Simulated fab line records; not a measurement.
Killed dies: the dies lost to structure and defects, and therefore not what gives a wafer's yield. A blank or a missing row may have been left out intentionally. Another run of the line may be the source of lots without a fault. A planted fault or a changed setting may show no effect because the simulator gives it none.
3 desks looking at one fault ; flow n5 finfet ; numbers are kept per desk, each desk with only its own; the story behind them comes last

== TOOL OWNER'S DESK, rie diel-02 ==
The tool's own readings at N5_PASSIVATION_ETCH_15 (etches SiCN in CF4/N2, target depth 75 nm, time 81.2 s): means of the sampled wafers that have a number, for each lot that ran on this tool. Marked OUT: a lot whose mean sits more than 4 standard deviations from the usual mean, which makes it out of limits; the brackets give that distance.
Columns: A = bias w at N5_PASSIVATION_ETCH_15, usual 70.00 W; B = drypump motor current A at N5_PASSIVATION_ETCH_15, usual 6.0 A; C = n2 flow sccm at N5_PASSIVATION_ETCH_15, usual 60.00 sccm; D = oes product au at N5_PASSIVATION_ETCH_15, usual 0.80 a.u.; E = rf vpp V at N5_PASSIVATION_ETCH_15, usual 381.9 V; F = showerhead plenum p Torr at N5_PASSIVATION_ETCH_15, usual 2.19 Torr; G = throttle valve pct at N5_PASSIVATION_ETCH_15, usual 15.38 %
lot;first seen here;A;B;C;D;E;F;G
L203;day 12 18:36;69.95;6.3;60.04;0.85;381.9;2.19;15.36
L208;day 13 14:09;82.55 (+55) OUT;5.6;59.91;0.78;423.2 (+26) OUT;2.18;15.35
L212;day 14 09:08;82.63 (+55) OUT;6.4;60.14;0.82;424.4 (+27) OUT;2.20;15.34
L220;day 16 14:36;69.81;6.2;60.02;0.75;381.6;2.18;15.34
L226;day 17 23:25;70.21;6.0;59.86;0.78;380.6;2.16;15.42
This desk's finding: out of limits on L208, L212; first on L208, day 13 14:09 (bias w at N5_PASSIVATION_ETCH_15). L203, L220, L226: within limits.

== THE METROLOGY DESK ==
Lot by lot, what the gauges showed, no matter which tool ran the lot: averages of those sampled wafers that carry a number. Marked OUT: a lot whose mean sits more than 4 standard deviations from the usual mean, which makes it out of limits; the brackets give that distance.
Columns: A = cd nm at N5_PASSIVATION_CD_MEAS_10, usual 2999.3 nm; B = TV_OVL at N5_PASSIVATION_OVL_MEAS_60, usual 3 nm
lot;first seen here;A;B
L203;day 12 17:35;2998.2;2
L208;day 13 13:40;3001.7;2
L212;day 14 08:29;2998.0;6
L220;day 16 13:52;2997.6;7
L222;day 17 07:38;3001.2;8
L226;day 17 22:12;3000.7;-4
This desk's finding: nothing out of limits on any of the 6 lots.

== THE DEFECT DESK ==
For each lot, the counts of the inspections along the route, averaged over the sampled wafers that have a number. Marked OUT: a lot whose mean sits more than 4 standard deviations from the usual mean, which makes it out of limits; the brackets give that distance.
Columns: A = raw defect count at N5_PASSIVATION_INSPECT_61, usual 1.9
lot;first seen here;A
L203;day 12 17:38;0.7
L208;day 13 13:43;1.3
L212;day 14 08:33;1.7
L220;day 16 13:55;2.3
L222;day 17 07:41;4.0
L226;day 17 22:16;2.3
This desk's finding: nothing out of limits on any of the 6 lots.

== ALL TOGETHER ==
At day 13 14:09, on L208, L212, the tool owner's desk was in a position to raise an alarm.
Nothing out of limits was seen by the metrology desk.
No out-of-limits result turned up at the defect desk.
The metrology desk has L208, L212 on record, within its limits.
The defect desk has L208, L212 on record, within its limits.
N5_PASSIVATION_ETCH_15 was run on rie diel-02 by each of the lots named.

== WHAT THE SIMULATOR HAD INSERTED ==
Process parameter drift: rie diel-02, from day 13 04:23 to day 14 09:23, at N5_PASSIVATION_ETCH_15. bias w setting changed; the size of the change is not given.
Struck lots among those shown: L208, L212.
How many hours passed from the start of the fault until each desk's first out-of-limits reading: the tool owner's desk, 10.
